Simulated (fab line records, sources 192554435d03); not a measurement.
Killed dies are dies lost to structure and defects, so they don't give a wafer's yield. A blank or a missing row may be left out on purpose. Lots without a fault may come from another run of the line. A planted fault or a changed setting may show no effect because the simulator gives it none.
fab line records | flow n5_finfet
record lots=7 wafers=20 last_day=17
route steps=1938 shown BEOL_M0@719 BEOL_M4@1111
lots that met no fault: from a run of the same line without faults
start_h: hours from the record's first day to the start of the lot's first wafer shown | wait_h: hours since the lot's step before | " the same as in the row above | L1.1+2: a row that stands for several wafers | - no value, or no start given | * or withheld: withheld | < > ~ a bound
route shown NAME@n: a module of which the file shows steps, and the number in the route of the first | usual: mean/standard deviation of fault-free wafers | same: alike in all rows | chamber/n: place in a boat | sites: the reading at each site | _std_site: their standard deviation | _edge_site: outer sites' mean less inner sites' | radius_mm: how far each site lies from the wafer's centre | mask NAME#n: copy n | behind: the tool/chamber that last shaped the wafer | hold: why the lot was held/for how many hours/how that ended | device: the transistor (n, p or np) that didn't switch | end of line: the same wafers' tests at the end of the route | a step without rows: its recipe alone | killed: dies lost to structure and defects at the first sort, not the wafer's yield | map: a wafer's dies, x killed, . not, _ none there
set.NAME: the setting as run; set.NAME@STEP: as run at that earlier step | model.NAME: the simulator's own value behind a step, which no gauge read
lots at some steps of the route; a table a step, a row a wafer
services: from which hour (start_h, from the record's first day; less than 0 if before it) a tool's chamber was out of use, for how many hours, and why
## steps
# step N5_BEOL_M0_WET_ETCH_106
# recipe chemistry=DHF dilution=10:1 temp_c=25 target=SiO2 target_depth_a=1300 dry=ipa_marangoni rinse_time_s=30 rinse_temp_c=23
# step N5_BEOL_M0_ETCH_128
# recipe chemistry=CF4/N2 target_depth_a=120 overetch_a=51 target=SiCN time_s=21.4 ion_energy_ev=150 pressure_mtorr=40 source_w=430 bias_w=70 Ar_flow_sccm=100 cf4_flow_sccm=60 n2_flow_sccm=60
# step N5_BEOL_M0_TRENCH_ETCH_107
# recipe chemistry=C4F6/O2 target_depth_a=328 target=SiOC time_s=16.4 ion_energy_ev=250 pressure_mtorr=30 source_w=355 bias_w=185 Ar_flow_sccm=300 C4F6_flow_sccm=10 O2_flow_sccm=10
# step N5_BEOL_M0_STRIP_142
# recipe chemistry=N2/H2 time_s=10 power_w=450 temp_c=40 pressure_mtorr=20 rf_frequency_hz=6e+07 bias_power_w=7 n2_flow_sccm=200 h2_flow_sccm=200
# step N5_BEOL_M0_OCD_MEAS_108
# usual trench_depth_nm=33.1/0.63
# columns lot.wafer tool chamber start_h wait_h trench_depth_nm
L902.3 ocd-02 - 144.24 0.1 34.0
L902.5 " - " " 33.8
L902.6 " - " " 33.3
L909.1 ocd-01 - 171.61 0.1 33.4
L909.2 " - " " 32.9
L909.3 " - " " 32.8
L912.2 ocd-01 - 194.28 0.1 33.5
L912.3 " - " " 32.5
L912.5 " - " " 33.6
L914.2 ocd-02 - 199.41 0.1 33.1
L914.5 " - " " 32.8
L914.6 " - " " 31.7
L918.2 ocd-02 - 229.51 0.1 34.3
L918.3 " - " " 33.4
L919.2 ocd-02 - 233.16 0.1 33.3
L919.3 " - " " 33.6
L919.5 " - " " 33.7
L923.1 ocd-02 - 257.73 0.1 32.7
L923.4 " - " " 33.2
L923.6 " - " " 32.5
# step N5_BEOL_M0_HM_STRIP_129
# recipe chemistry=peroxide_tin_strip material=TiN target_depth_a=170 temp_c=50 time_s=108
# step N5_BEOL_M0_SRD_130
# recipe time_s=30 temp_c=23 rinse_liquid=diw dry=ipa_marangoni
# step N5_BEOL_M0_ETCH_109
# recipe chemistry=CH3F/O2 target_depth_a=80 overetch_a=24 target=SiCN time_s=27.4 ion_energy_ev=120 pressure_mtorr=30 source_w=395 bias_w=75 Ar_flow_sccm=150 CH3F_flow_sccm=30 O2_flow_sccm=20
# step N5_BEOL_M0_STRIP_139
# recipe chemistry=post_etch_residue_remover time_s=60 temp_c=25 remover_ph=withheld remover_water_wt_pct=withheld remover_fluoride_wt_pct=withheld
# step N5_BEOL_M0_SRD_111
# recipe time_s=30 temp_c=23 rinse_liquid=diw dry=ipa_marangoni
# step N5_BEOL_M0_DEGAS_112
# recipe ambient=vacuum temp_c=250 time_s=60
# usual heater_power_w=314/23
# same time_s=60
# columns lot.wafer tool chamber start_h wait_h heater_power_w
L902.3 pvd_sputter-02 - 149.38 3.8 294
L902.5 " - " " 283
L902.6 " - " " 299
L909.1 pvd_sputter-01 - 173.41 0.4 335
L909.2 " - " " 299
L909.3 " - " " 307
L912.2 pvd_sputter-02 - 194.96 0.4 307
L912.3 " - " " 288
L912.5 " - " " 303
L914.2 pvd_sputter-02 - 200.03 0.3 358
L914.5 " - " " 288
L914.6 " - " " 297
L918.2 pvd_sputter-01 - 230.16 0.4 305
L918.3 " - " " 342
L919.2 pvd_sputter-02 - 233.58 0.0 289
L919.3 " - " " 304
L919.5 " - " " 286
L923.1 pvd_sputter-02 - 258.21 0.2 294
L923.4 " - " " 283
L923.6 " - " " 304
# step N5_BEOL_M0_PRE_CLEAN_113
# recipe gas=H2/He time_s=30 temp_c=250
# step N5_BEOL_M0_ALD_136
# recipe material=TaN target_thk_a=* temp_c=275 ald_precursor_family=PDMAT ald_co_reactant=NH3 pressure_torr=3 carrier_flow_sccm=1500 pulse_time_s=2 purge_time_s=3 co_reactant_purge_time_s=2 co_reactant_pulse_time_s=3 ald_cycles=30 precursor_vessel_temp_c=75 precursor_vessel_pressure_torr=26.25 precursor_vessel_carrier_sccm=1000
# usual ald_cycles=30/0 heater_power_w=409/40
# columns lot.wafer tool chamber start_h wait_h ald_cycles heater_power_w model.TaN_of_BEOL_M0_ALD_136.thk_nm
L902.3 ald_metal-02 1 149.48 0.0 30 439 *
L902.5 " 2 " " 30 433 *
L902.6 " 0 " " 30 350 *
L909.1 ald_metal-03 3 173.55 0.1 30 496 *
L909.2 " 2 " " 30 377 *
L909.3 " 0 " " 30 395 *
L912.2 ald_metal-02 0 195.06 0.0 30 337 *
L912.3 " 2 " " 30 439 *
L912.5 " 1 " " 30 437 *
L914.2 ald_metal-03 3 200.29 0.2 42 506 *
L914.5 " 0 " " 30 388 *
L914.6 " 3 " " 30 493 *
L918.2 ald_metal-03 0 230.26 0.0 42 380 *
L918.3 " 2 " " 30 382 *
L919.2 ald_metal-03 0 233.70 0.1 42 396 *
L919.3 " 2 " " 30 381 *
L919.5 " 0 " " 30 397 *
L923.1 ald_metal-02 1 258.33 0.1 30 431 *
L923.4 " 1 " " 30 432 *
L923.6 " 0 " " 30 344 *
# step N5_BEOL_M0_SURFACE_TREAT_137
# recipe gas=Ar time_s=* ion_energy_ev=* ion_current_ma_cm2=0.5 pressure_mtorr=* ar_flow_sccm=30
# step N5_BEOL_M0_CVD_115
# recipe material=Co target_thk_a=* temp_c=withheld precursor=CCTBA/H2 pressure_torr=30 time_s=120
# step N5_BEOL_M0_SPUTTER_116
# recipe material=Cu target_thk_a=40 temp_c=-20 chamber_pressure_pa=0.07 power_w=withheld time_s=7.37
# step N5_BEOL_M0_ANNEAL_117
# recipe temp_c=400 time_s=60 ambient=vacuum
# usual heater_power_w=792/57
# same time_s=60
# columns lot.wafer tool chamber start_h wait_h heater_power_w
L902.3 pvd_sputter-01 - 150.05 0.0 764
L902.5 " - " " 776
L902.6 " - " " 854
L909.1 pvd_sputter-02 - 174.50 0.0 720
L909.2 " - " " 870
L909.3 " - " " 734
L912.2 pvd_sputter-01 - 195.64 0.0 761
L912.3 " - " " 835
L912.5 " - " " 861
L914.2 pvd_sputter-01 - 200.93 0.0 823
L914.5 " - " " 844
L914.6 " - " " 858
L918.2 pvd_sputter-03 - 230.99 0.0 701
L918.3 " - " " 822
L919.2 pvd_sputter-01 - 235.95 0.0 843
L919.3 " - " " 834
L919.5 " - " " 847
L923.1 pvd_sputter-02 - 258.97 0.0 702
L923.4 " - " " 767
L923.6 " - " " 736
# step N5_BEOL_M0_SPUTTER_132
# recipe material=Cu target_thk_a=40 temp_c=-20 chamber_pressure_pa=0.07 power_w=withheld time_s=7.37
# usual throttle_valve_pct=30.6/0.9
# same time_s=7.37
# columns lot.wafer tool chamber start_h wait_h throttle_valve_pct
L902.3 pvd_sputter-01 - 150.09 0.0 29.6
L902.5 " - " " 29.9
L902.6 " - " " 29.9
L909.1 pvd_sputter-02 - 174.54 0.0 30.9
L909.2 " - " " 31.3
L909.3 " - " " 29.7
L912.2 pvd_sputter-01 - 195.68 0.0 29.7
L912.3 " - " " 29.8
L912.5 " - " " 29.8
L914.2 pvd_sputter-01 - 200.97 0.0 29.9
L914.5 " - " " 30.3
L914.6 " - " " 29.8
L918.2 pvd_sputter-03 - 231.03 0.0 30.6
L918.3 " - " " 32.1
L919.2 pvd_sputter-01 - 235.99 0.0 30.3
L919.3 " - " " 29.8
L919.5 " - " " 30.4
L923.1 pvd_sputter-02 - 259.01 0.0 30.7
L923.4 " - " " 32.4
L923.6 " - " " 32.3
# step N5_BEOL_M0_ANNEAL_133
# recipe temp_c=400 time_s=60 ambient=vacuum
# step N5_BEOL_M0_SPUTTER_134
# recipe material=Cu target_thk_a=40 temp_c=-20 chamber_pressure_pa=0.07 power_w=withheld time_s=7.37
# step N5_BEOL_M0_ANNEAL_135
# recipe temp_c=400 time_s=60 ambient=vacuum
# usual heater_power_w=795/57
# same time_s=60
# columns lot.wafer tool chamber start_h wait_h heater_power_w
L902.3 pvd_sputter-01 - 150.29 0.0 758
L902.5 " - " " 791
L902.6 " - " " 854
L909.1 pvd_sputter-02 - 174.74 0.0 702
L909.2 " - " " 857
L909.3 " - " " 756
L912.2 pvd_sputter-01 - 195.88 0.0 737
L912.3 " - " " 853
L912.5 " - " " 869
L914.2 pvd_sputter-01 - 201.17 0.0 847
L914.5 " - " " 842
L914.6 " - " " 857
L918.2 pvd_sputter-03 - 231.23 0.0 718
L918.3 " - " " 831
L919.2 pvd_sputter-01 - 236.19 0.0 841
L919.3 " - " " 831
L919.5 " - " " 847
L923.1 pvd_sputter-02 - 259.21 0.0 732
L923.4 " - " " 763
L923.6 " - " " 771
# step N5_BEOL_M0_SPUTTER_141
# recipe material=Cu target_thk_a=40 temp_c=-20 chamber_pressure_pa=0.07 power_w=withheld time_s=7.37
# usual throttle_valve_pct=30.6/0.92
# same time_s=7.37
# columns lot.wafer tool chamber start_h wait_h throttle_valve_pct
L902.3 pvd_sputter-01 - 150.33 0.0 29.8
L902.5 " - " " 30.0
L902.6 " - " " 29.7
L909.1 pvd_sputter-02 - 174.78 0.0 31.1
L909.2 " - " " 31.3
L909.3 " - " " 29.5
L912.2 pvd_sputter-01 - 195.92 0.0 30.0
L912.3 " - " " 29.9
L912.5 " - " " 29.5
L914.2 pvd_sputter-01 - 201.21 0.0 30.3
L914.5 " - " " 30.3
L914.6 " - " " 29.6
L918.2 pvd_sputter-03 - 231.27 0.0 30.5
L918.3 " - " " 31.9
L919.2 pvd_sputter-01 - 236.23 0.0 30.3
L919.3 " - " " 29.9
L919.5 " - " " 30.5
L923.1 pvd_sputter-02 - 259.25 0.0 30.6
L923.4 " - " " 32.7
L923.6 " - " " 32.4
# step N5_BEOL_M0_ECD_118
# recipe material=Cu target_thk_a=3000
# step N5_BEOL_M0_ANNEAL_119
# recipe temp_c=225 time_s=90 ambient=N2
# step N5_BEOL_M0_CMP_120
# recipe stop_on=SiOC t_overpolish_s=6.9 down_force_psi=1 platen_rpm=50 clearing_platen_down_force_psi=1.5 clearing_platen_rpm=50 post_cmp_clean=cu_alkaline clearing_platen_pad_velocity_m_s=0.99484 pad_velocity_m_s=0.99484
# usual barrier_field_endpoint_s=3.66/0.13 motor_current_A=5.7/0.48
# columns lot.wafer tool chamber start_h wait_h barrier_field_endpoint_s motor_current_A
L902.3 cmp-04 0 150.90 0.2 3.78 5.7
L902.5 " 2 " " 3.59 5.4
L902.6 " 3 " " 4.05 5.8
L909.3 cmp-03 1 175.27 0.2 3.82 5.5
L909.1 " 2 " " 3.46 5.7
L909.2 " 0 " " 3.70 5.5
L912.2 cmp-03 3 196.43 0.2 3.49 6.3
L912.3 " 2 " " 3.67 5.0
L912.5 " 0 " " 3.55 5.7
L914.2 cmp-04 2 203.59 0.2 4.26 5.4
L914.6 " 2 " " 3.74 5.3
L914.5 " 3 " " 3.78 6.1
L918.2 cmp-04 1 232.70 1.1 4.56 6.3
L918.3 " 0 " " 3.68 5.5
L919.3 cmp-04 0 236.81 0.3 3.57 5.6
L919.2 " 1 " " 4.33 6.6
L919.5 " 3 " " 3.58 6.1
L923.1 cmp-03 3 259.83 0.3 3.71 6.3
L923.4 " 0 " " 3.50 5.4
L923.6 " 3 " " 3.76 6.2
# step N5_BEOL_M4_RC_MEAS_101
# usual DIBL_N=36.0/1.7 DIBL_P=36.2/2.3 IOFF_N=0.16/0.03 IOFF_P=0.21/0.036 ION_N=679/11 ION_P=465/7.1 SS_N=71.4/0.58 SS_P=73.3/0.75 VT_N=249/3.1 VT_P=-251/3.5
# columns lot.wafer tool chamber start_h wait_h DIBL_N[mV/V] DIBL_P[mV/V] IOFF_N[nA/um] IOFF_P[nA/um] ION_N[uA/um] ION_P[uA/um] SS_N[mV/dec] SS_P[mV/dec] VT_N[mV] VT_P[mV]
L902.3 prober-01 0 195.94 0.3 33.1 30.3 0.10 0.15 656 463 70.5 71.9 254 -254
L902.5 " 0 " " 38.0 36.2 0.16 0.23 684 469 71.3 73.3 249 -249
L902.6 " 0 " " 34.3 31.9 0.12 0.17 664 458 70.4 72.6 250 -251
L909.1 prober-01 0 230.08 0.0 33.1 33.0 0.10 0.15 653 456 70.4 72.3 257 -254
L909.2 " 0 " " 36.4 37.6 0.16 0.21 667 462 71.3 74.3 252 -252
L909.3 " 0 " " 37.3 38.6 0.17 0.24 679 468 71.8 74.1 250 -249
L912.2 prober-01 0 251.80 0.4 36.0 36.0 0.14 0.23 669 470 71.0 73.3 253 -246
L912.3 " 0 " " 37.7 37.5 0.17 0.26 682 476 71.8 73.5 247 -248
L912.5 " 0 " " 35.0 34.6 0.12 0.20 667 465 71.1 72.8 254 -250
L914.2 prober-02 0 260.48 0.2 34.8 35.1 0.14 0.19 664 461 71.6 72.5 251 -250
L914.5 " 0 " " 35.2 35.0 0.14 0.19 668 455 70.7 72.5 252 -250
L914.6 " 0 " " 36.6 36.4 0.16 0.21 669 458 71.6 73.1 250 -250
L918.2 prober-02 0 280.38 0.2 33.9 34.4 0.11 0.18 665 461 70.8 72.9 252 -251
L918.3 " 0 " " 38.7 39.9 0.19 0.25 700 474 72.0 74.0 248 -247
L919.2 prober-02 0 283.71 0.2 34.5 35.4 0.15 0.16 683 457 71.2 73.1 249 -252
L919.3 " 0 " " 35.6 37.1 0.16 0.19 682 464 72.0 73.0 247 -252
L919.5 " 0 " " 36.7 39.0 0.19 0.22 686 468 72.2 74.2 245 -251
L923.1 prober-01 0 316.23 0.0 35.8 36.5 0.16 0.20 687 467 71.9 73.4 248 -253
L923.4 " 0 " " 39.2 39.4 0.20 0.24 691 462 72.5 74.7 247 -251
L923.6 " 0 " " 34.0 33.5 0.12 0.16 667 455 71.1 72.7 251 -255
## services
# columns tool chamber start_h hours kind
cmp-03 - 126.97 0.4 repair
cmp-04 - 128.44 4.0 pm
cmp-04 - 132.44 - consumable_replace:conditioner
cmp-04 - 132.44 - consumable_replace:pad
pvd_sputter-02 - 140.26 0.6 repair
ald_metal-02 - 140.52 5.3 repair
cmp-04 - 185.04 3.2 repair
cmp-03 - 200.43 2.5 repair
cmp-03 - 233.02 4.0 pm
ald_metal-02 1 233.87 13.2 repair
cmp-03 - 237.02 - consumable_replace:conditioner
cmp-03 - 237.02 - consumable_replace:pad
cmp-04 - 257.55 19.6 repair
## key
first_sign step=N5_BEOL_M0_ALD_136 reading=ald_cycles direction=up sigmas=99+ usual=* struck=*
effect step=N5_BEOL_M0_CMP_120 reading=barrier_field_endpoint_s direction=up sigmas=5.6 usual=3.66 struck=4.38
model_effect step=N5_BEOL_M0_ALD_136 value=TaN_of_BEOL_M0_ALD_136.thk_nm without=* struck=*
met_at N5_BEOL_M0_ALD_136
struck_wafers L914.2,L918.2,L919.2
baseline_loss step=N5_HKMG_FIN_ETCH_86 wafers=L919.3
onset_between 173.55 200.29
fault kind=process_parameter_drift tool=ald_metal-03 chamber=- onset_h=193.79 steps=N5_BEOL_M0_ALD_136 channel=ald_cycles offset=* shape=step end_h=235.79 scope=struck_wafers_only acts_in=* stated=*
# baseline_loss: these wafers lose ten dies or more at that step, a loss of the line's own and not of a fault; the sort's usual values leave them out
